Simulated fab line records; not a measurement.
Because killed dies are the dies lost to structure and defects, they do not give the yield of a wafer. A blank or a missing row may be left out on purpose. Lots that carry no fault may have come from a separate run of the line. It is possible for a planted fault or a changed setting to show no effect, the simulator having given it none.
Which tool is to blame?	flow nand harc	33 wafers from 11 lots sampled at 6 of the route's 1302 steps

== WHAT EACH GAUGE READ, for each wafer ==
NHARC_P_GATE_CD_MEAS_11: target cd 1640 nm. Usual: 1639.8 nm for cd nm, sd 2.
lot	measured	on	cd nm (nm)	flag
L241	day 4 09:59	cd sem-03	1638.5 1639.6 1641.6	
L242	day 4 21:58	cd sem-02	1642.7 1641.8 1642.8	
L244	day 5 17:11	cd sem-02	1637.3 1640.5 1641.0	
L245	day 5 21:58	cd sem-02	- - -	OFF
L249	day 7 14:48	cd sem-02	1641.6 1644.3 1639.5	
L255	day 10 09:28	cd sem-03	1643.3 1639.9 1641.4	
L256	day 10 16:56	cd sem-03	1641.5 1637.3 1638.9	
L259	day 12 00:47	cd sem-02	1639.5 1642.0 1639.1	
L260	day 12 13:23	cd sem-02	1639.7 1640.8 1639.4	
L263	day 13 13:01	cd sem-03	1637.9 1639.8 1639.3	
L264	day 13 23:28	cd sem-01	1642.1 1641.4 1640.8	

NHARC_END_SORT_01. Usual: killed at array 52, standard deviation 18; killed at other 1.2, standard deviation 1.5; killed at periphery 4, standard deviation 3.2; killed dies 57, standard deviation 17; killed open 3.1, standard deviation 1.9; killed short 2.5, standard deviation 1.7.
lot	measured	on	killed at array	killed at other	killed at periphery	killed dies	killed open	killed short	flag
L245	day 25 10:17	prober-01	68 67 67	1 2 1	608 608 609	677 677 677	4 3 5	0 1 3	OFF

== WHICH TOOL RAN EACH LOT (tool, then ch and the chambers of the sampled wafers, then the start) ==
lot	NHARC_P_ZERO_WELL_DESCUM_26	NHARC_P_GATE_EXPOSE_08	NHARC_P_GATE_DESCUM_31	NHARC_P_GATE_ETCHBACK_37
L241	rie diel-12 ch 2,3, day 1 22:42	krf scanner-03 ch 0, day 4 09:50	rie diel-02 ch 0,1, day 4 23:59	rie diel-02 ch 0,2,3, no start
L242	rie diel-12 ch 1,3, day 2 08:54	krf scanner-04 ch 0, day 4 21:49	rie diel-02 ch 1,2, day 5 13:13	rie diel-02 ch 0,1,2, no start
L244	rie diel-12 ch 1,2, day 3 04:37	krf scanner-02 ch 0, day 5 17:02	rie diel-07 ch 2,3, day 6 08:31	rie diel-07 ch 0,2, no start
L245	rie diel-12 ch 0,2, day 3 14:32	krf scanner-02 ch 0, day 5 21:48	rie diel-01 ch 0,2,3, day 6 14:38	rie diel-02 ch 1,3, day 25 10:17 or earlier
L249	rie diel-03 ch 2,3, day 5 06:37	krf scanner-04 ch 0, day 7 14:39	rie diel-07 ch 0,1,2, day 8 07:51	rie diel-07 ch 0,3, no start
L255	rie diel-13 ch 1,2,3, day 7 18:38	krf scanner-02 ch 0, day 10 09:19	rie diel-07 ch 0,2,3, day 11 02:20	rie diel-02 ch 0,1,2, no start
L256	rie diel-12 ch 0,2,3, day 8 04:41	krf scanner-02 ch 0, day 10 16:47	rie diel-01 ch 0,1,3, day 11 11:24	rie diel-02 ch 0,1,3, no start
L259	rie diel-12 ch 0,2,3, day 9 11:09	krf scanner-02 ch 0, day 12 00:38	rie diel-07 ch 0,1, day 12 15:14	rie diel-02 ch 0,2, no start
L260	rie diel-03 ch 1,2,3, day 9 20:45	krf scanner-02 ch 0, day 12 13:14	rie diel-02 ch 0,1,2, day 13 05:10	rie diel-02 ch 2,3, no start
L263	rie diel-13 ch 0,3, day 11 02:40	krf scanner-02 ch 0, day 13 12:52	rie diel-07 ch 1,2, day 14 06:53	rie diel-02 ch 0,2, no start
L264	rie diel-12 ch 1,3, day 11 12:38	krf scanner-04 ch 0, day 13 23:19	rie diel-01 ch 0,1,3, day 14 14:31	rie diel-01 ch 0,1, no start
- NHARC_P_ZERO_WELL_DESCUM_26: chemistry O2, time 3 s.
- NHARC_P_GATE_EXPOSE_08: exposes mask P HV.
- NHARC_P_GATE_DESCUM_31: chemistry O2, time 3 s.
- NHARC_P_GATE_ETCHBACK_37: etches the open film in CHF3/O2, target depth 34.5 nm, time 17.2 s.

== AS READ BY THE TOOLS THEMSELVES (means over the sampled wafers that have a number; for cases with no such wafer, the mark the record gives instead) ==
NHARC_P_ZERO_WELL_DESCUM_26. Usual: drypump motor current A 5.7 A, standard deviation 0.35; oes product au 0.999 a.u., standard deviation 0.011; rf vpp V 57.7 V, standard deviation 0.86; showerhead plenum p Torr 1.87 Torr, standard deviation 0.077; throttle valve pct 11.310 %, standard deviation 0.0091.
lot	tool	drypump motor current A (A)	oes product au (a.u.)	rf vpp V (V)	showerhead plenum p Torr (Torr)	throttle valve pct (%)	flag
L241	rie diel-12	5.9	0.995	58.4	1.99	11.309	
L242	rie diel-12	5.6	0.998	57.0	1.86	11.313	
L244	rie diel-12	5.8	0.996	57.6	1.95	11.309	
L245	rie diel-12	5.9	1.010	58.2	1.95	11.314	
L249	rie diel-03	5.8	0.998	57.6	1.81	11.309	
L255	rie diel-13	5.8	1.009	58.0	1.85	11.316	
L256	rie diel-12	5.8	1.000	57.6	1.92	11.310	
L259	rie diel-12	5.8	0.992	57.5	1.92	11.321	
L260	rie diel-03	5.6	1.001	58.2	1.86	11.309	
L263	rie diel-13	5.5	0.999	57.7	1.81	11.306	
L264	rie diel-12	5.6	1.002	57.2	1.84	11.311	

NHARC_P_GATE_DESCUM_31. Usual: drypump motor current A 5.7 A, standard deviation 0.37; oes product au 1.002 a.u., standard deviation 0.011; rf vpp V 57.7 V, standard deviation 0.94; showerhead plenum p Torr 1.89 Torr, standard deviation 0.074; throttle valve pct 11.311 %, standard deviation 0.0085.
lot	tool	drypump motor current A (A)	oes product au (a.u.)	rf vpp V (V)	showerhead plenum p Torr (Torr)	throttle valve pct (%)	flag
L241	rie diel-02	5.7	0.996	57.7	1.83	11.309	
L242	rie diel-02	6.0	0.998	57.3	1.81	11.312	
L244	rie diel-07	6.2	1.013	57.4	1.88	11.321	
L245	rie diel-01	5.6	1.007	57.9	1.90	11.316	
L249	rie diel-07	5.6	0.996	57.9	1.95	11.304	
L255	rie diel-07	5.8	1.001	57.8	1.95	11.315	
L256	rie diel-01	5.7	1.013	57.3	1.88	11.305	
L259	rie diel-07	5.3	0.988	57.4	1.98	11.315	
L260	rie diel-02	5.9	0.996	56.7	1.82	11.310	
L263	rie diel-07	5.7	0.996	57.4	1.88	11.308	
L264	rie diel-01	5.7	1.021	57.6	1.88	11.312	

NHARC_P_GATE_ETCHBACK_37. Usual: drypump motor current A 5.8 A, standard deviation 0.32; oes product au 0.934 a.u., standard deviation 0.023; rf vpp V 369.3 V, standard deviation 1.8; showerhead plenum p Torr 2.34 Torr, standard deviation 0.075; throttle valve pct 20.572 %, standard deviation 0.0096.
lot	tool	drypump motor current A (A)	oes product au (a.u.)	rf vpp V (V)	showerhead plenum p Torr (Torr)	throttle valve pct (%)	flag
L241	rie diel-02	5.9	0.925	367.9	2.31	20.566	
L242	rie diel-02	5.9	0.918	369.1	2.29	20.563	
L244	rie diel-07	5.4	0.923	373.2	2.54	20.562	
L245	rie diel-02	6.0	1.003	368.6	2.30	20.571	
L249	rie diel-07	5.5	0.922	372.2	2.48	20.578	
L255	rie diel-02	5.9	0.922	368.8	2.29	20.576	
L256	rie diel-02	5.9	0.986	368.9	2.30	20.576	
L259	rie diel-02	5.8	0.918	369.0	2.30	20.567	
L260	rie diel-02	6.0	0.923	367.3	2.30	20.574	
L263	rie diel-02	5.7	0.928	368.5	2.30	20.573	
L264	rie diel-01	5.8	0.931	370.6	2.38	20.567	

== THE ANSWER, worked out from the rows above alone ==
Rule: a lot counts as off when the mean over its wafers that have a number is more than 3 standard deviations away from the usual mean. Also off: a lot with no number at a reading for which 4 or more lots have one. Where the step has rows for the other lots, those lots are counted as sound. First the gauges in route order, then the tools' own readings, where a lot's mean is used as printed above. At the first step where some lot is off, the reading lying furthest off is the one used; lots without a number count as furthest.
Off, at NHARC_P_GATE_CD_MEAS_11 on cd nm: L245. Without a number there: L245.
A tool fits if, at a process step before that reading, it ran every lot that is off, and no sound lot after the first of them. The gauges at NHARC_P_GATE_CD_MEAS_11 aren't tried: what is off there is off at NHARC_END_SORT_01 too, on other tools, and a gauge's error can't cause that. No candidate that was tried fits.

== WHAT THE SIMULATOR HAD INSERTED ==
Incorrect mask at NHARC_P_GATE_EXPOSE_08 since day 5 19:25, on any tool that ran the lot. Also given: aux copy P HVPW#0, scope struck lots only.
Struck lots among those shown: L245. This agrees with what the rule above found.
